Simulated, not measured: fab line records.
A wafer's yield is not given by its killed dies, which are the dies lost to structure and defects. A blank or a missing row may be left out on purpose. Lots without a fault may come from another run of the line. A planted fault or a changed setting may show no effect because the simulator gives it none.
3 desks, one fault || flow n5-finfet || every desk sees just its own numbers, and what lay behind them comes last

THE DEFECT DESK
Per lot, the means of the sampled wafers with a number show what the inspections along the route counted. Any lot whose mean is over 4 standard deviations away from the usual mean is out of limits and marked OUT; that distance is given in the brackets.
Columns: A = raw-defect-count at N5_BEOL_M5_INSPECT_13, usual 415
{"lot": "L219", "first seen here": "day 8 14:22", "A": 362}
{"lot": "L220", "first seen here": "day 9 00:22", "A": 330}
{"lot": "L221", "first seen here": "day 9 00:24", "A": 422}
{"lot": "L223", "first seen here": "day 10 02:49", "A": 383}
{"lot": "L225", "first seen here": "day 10 06:26", "A": 460}
{"lot": "L227", "first seen here": "day 10 08:41", "A": 416}
{"lot": "L229", "first seen here": "day 11 06:50", "A": 347}
{"lot": "L233", "first seen here": "day 12 17:34", "A": 378}
{"lot": "L240", "first seen here": "day 14 00:23", "A": 379}
{"lot": "L242", "first seen here": "day 14 09:48", "A": 423}
This desk's verdict: no lot among the 10 shows anything out of limits.

THE METROLOGY DESK
Means of the sampled wafers that have a number, per lot and without regard to the tool the lot ran on: this is what the gauges read. Any lot whose mean is over 4 standard deviations away from the usual mean is out of limits and marked OUT; that distance is given in the brackets.
Columns: A = cd-nm at N5_BEOL_M5_CD_MEAS_28, usual 30.60 nm
{"lot": "L219", "first seen here": "day 8 15:54", "A": 30.67}
{"lot": "L220", "first seen here": "day 9 01:23", "A": 30.48}
{"lot": "L221", "first seen here": "day 9 01:35", "A": 30.61}
{"lot": "L223", "first seen here": "day 10 05:55", "A": 30.67}
{"lot": "L225", "first seen here": "day 10 07:42", "A": 30.55}
{"lot": "L227", "first seen here": "day 10 12:17", "A": 30.49}
{"lot": "L229", "first seen here": "day 11 08:40", "A": 30.99}
{"lot": "L233", "first seen here": "day 12 20:49", "A": 30.28}
{"lot": "L240", "first seen here": "day 14 01:51", "A": "32.07 (+5.4) OUT"}
{"lot": "L242", "first seen here": "day 14 11:22", "A": "31.68 (+4.0) OUT"}
This desk's finding: out of limits on L240, L242; first on L240, day 14 01:51 (cd-nm at N5_BEOL_M5_CD_MEAS_28). L219, L220, L221, L223, L225, L227, L229, L233 stayed within limits.

THE TOOL OWNER'S DESK: euv-scanner-02
The tool's own readings at N5_BEOL_M5_EXPOSE_25 (exposes mask V4, defocus 10 nm): means of the sampled wafers that have a number, for each lot that ran on this tool. Any lot whose mean is over 4 standard deviations away from the usual mean is out of limits and marked OUT; that distance is given in the brackets.
Columns: A = exposure-dose-mJ-cm2 at N5_BEOL_M5_EXPOSE_25, usual 52.67
{"lot": "L219", "first seen here": "day 8 15:46", "A": 52.80}
{"lot": "L220", "first seen here": "day 9 01:14", "A": 52.74}
{"lot": "L225", "first seen here": "day 10 07:35", "A": 52.69}
{"lot": "L227", "first seen here": "day 10 12:10", "A": 52.61}
{"lot": "L229", "first seen here": "day 11 08:31", "A": 52.68}
{"lot": "L240", "first seen here": "day 14 01:43", "A": "55.91 (+57) OUT"}
{"lot": "L242", "first seen here": "day 14 11:14", "A": "55.32 (+46) OUT"}
This desk's finding: out of limits on L240, L242; first on L240, day 14 01:43 (exposure-dose-mJ-cm2 at N5_BEOL_M5_EXPOSE_25). L219, L220, L225, L227, L229 stayed within limits.

ALL TOGETHER
At day 14 01:43, on L240, L242, the tool owner's desk was in a position to raise an alarm.
An alarm was possible from the metrology desk at day 14 01:51, on L240, L242.
The defect desk saw nothing out of limits.
The defect desk has L240, L242 on record, within its limits.
The lots listed all ran N5_BEOL_M5_EXPOSE_25 on euv-scanner-02.

WHAT THE SIMULATOR HAD INSERTED
Process parameters drifting: euv-scanner-02 at N5_BEOL_M5_EXPOSE_25, beginning at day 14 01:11. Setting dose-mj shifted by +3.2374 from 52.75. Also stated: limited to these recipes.
Struck lots among those shown: L240, L242.
Delay (hours) between the fault's onset and each desk's first out-of-limits reading: 1 at the tool owner's desk, 1 at the metrology desk.
